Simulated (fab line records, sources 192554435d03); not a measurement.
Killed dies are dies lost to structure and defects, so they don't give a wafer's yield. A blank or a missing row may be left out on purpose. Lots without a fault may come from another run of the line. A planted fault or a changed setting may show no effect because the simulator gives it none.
Chamber matching | flow n5_finfet | N5_FIN_SAQP_SPACER2_ETCHBACK_29 on rie_diel-03: 4 sister chambers
The step etches SiO2 in CHF3/O2, target depth 12.2 nm, time 6.1 s. 4 wafers are shown with their chamber, then 8 later ones without.

WAFERS WITH THEIR CHAMBER
wafer  | chamber | rf_vpp_V (V)
L088.2 | 1       | 543
L088.4 | 0       | 532
L088.5 | 3       | 520
L089.2 | 2       | 519

WAFERS WITHOUT THEIR CHAMBER
wafer  | rf_vpp_V (V)
L089.3 | 519
L089.5 | 534
L092.1 | 520
L092.2 | 519
L092.3 | 543
L093.2 | 533
L093.3 | 520
L093.4 | 543

WHICH CHAMBER EACH WENT THROUGH
wafer  | from the rows above     | in truth
L089.3 | can't be placed: 2 or 3 | 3
L089.5 | 0                       | 0
L092.1 | can't be placed: 3 or 2 | 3
L092.2 | can't be placed: 2 or 3 | 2
L092.3 | 1                       | 1
L093.2 | 0                       | 0
L093.3 | can't be placed: 3 or 2 | 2
L093.4 | 1                       | 1
Placed correctly: 4 of 8. Can't be placed from these rows: 4 (the true chamber is among the candidates in 4). Placed wrongly: 0.
How it was worked out, from the rows above alone: a wafer's distance from a chamber is the root of the sum, over the readings, of the square of ((its reading less the chamber's mean) divided by the reading's scatter). The wafer belongs to the nearest chamber; if the next one is less than 2 further off, it can't be placed. A chamber's mean is the mean of its shown wafers. The scatter: with one shown wafer a chamber, the root of the mean of the squares of how far each hidden wafer lies from its nearest shown one.
